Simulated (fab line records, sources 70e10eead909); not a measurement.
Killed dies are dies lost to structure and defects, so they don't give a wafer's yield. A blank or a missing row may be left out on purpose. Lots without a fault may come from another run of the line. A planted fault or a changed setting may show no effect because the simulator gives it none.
Chamber matching | flow nand_harc | NHARC_A_CONTACT_DEP_85 on pecvd-02: 3 sister chambers
The step deposits SiON, target thk 60 nm. 3 wafers are shown with their chamber, then 11 later ones without.

WAFERS WITH THEIR CHAMBER
wafer  | chamber | showerhead_vpp_V (V)
L088.2 | 0       | 1106
L088.6 | 2       | 1210
L090.1 | 1       | 1176

WAFERS WITHOUT THEIR CHAMBER
wafer  | showerhead_vpp_V (V)
L090.2 | 1205
L090.5 | 1106
L093.1 | 1098
L093.2 | 1187
L093.4 | 1210
L095.1 | 1220
L095.3 | 1099
L095.4 | 1202
L097.1 | 1195
L097.3 | 1195
L097.4 | 1203

WHICH CHAMBER EACH WENT THROUGH
wafer  | from the rows above     | in truth
L090.2 | 2                       | 2
L090.5 | 0                       | 0
L093.1 | 0                       | 0
L093.2 | can't be placed: 1 or 2 | 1
L093.4 | 2                       | 2
L095.1 | 2                       | 2
L095.3 | 0                       | 0
L095.4 | can't be placed: 2 or 1 | 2
L097.1 | can't be placed: 2 or 1 | 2
L097.3 | can't be placed: 2 or 1 | 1
L097.4 | 2                       | 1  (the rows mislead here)
Placed correctly: 6 of 11. Can't be placed from these rows: 4 (the true chamber is among the candidates in 4). Placed wrongly: 1.
How it was worked out, from the rows above alone: a wafer's distance from a chamber is the root of the sum, over the readings, of the square of ((its reading less the chamber's mean) divided by the reading's scatter). The wafer belongs to the nearest chamber; if the next one is less than 2 further off, it can't be placed. A chamber's mean is the mean of its shown wafers. The scatter: with one shown wafer a chamber, the root of the mean of the squares of how far each hidden wafer lies from its nearest shown one.
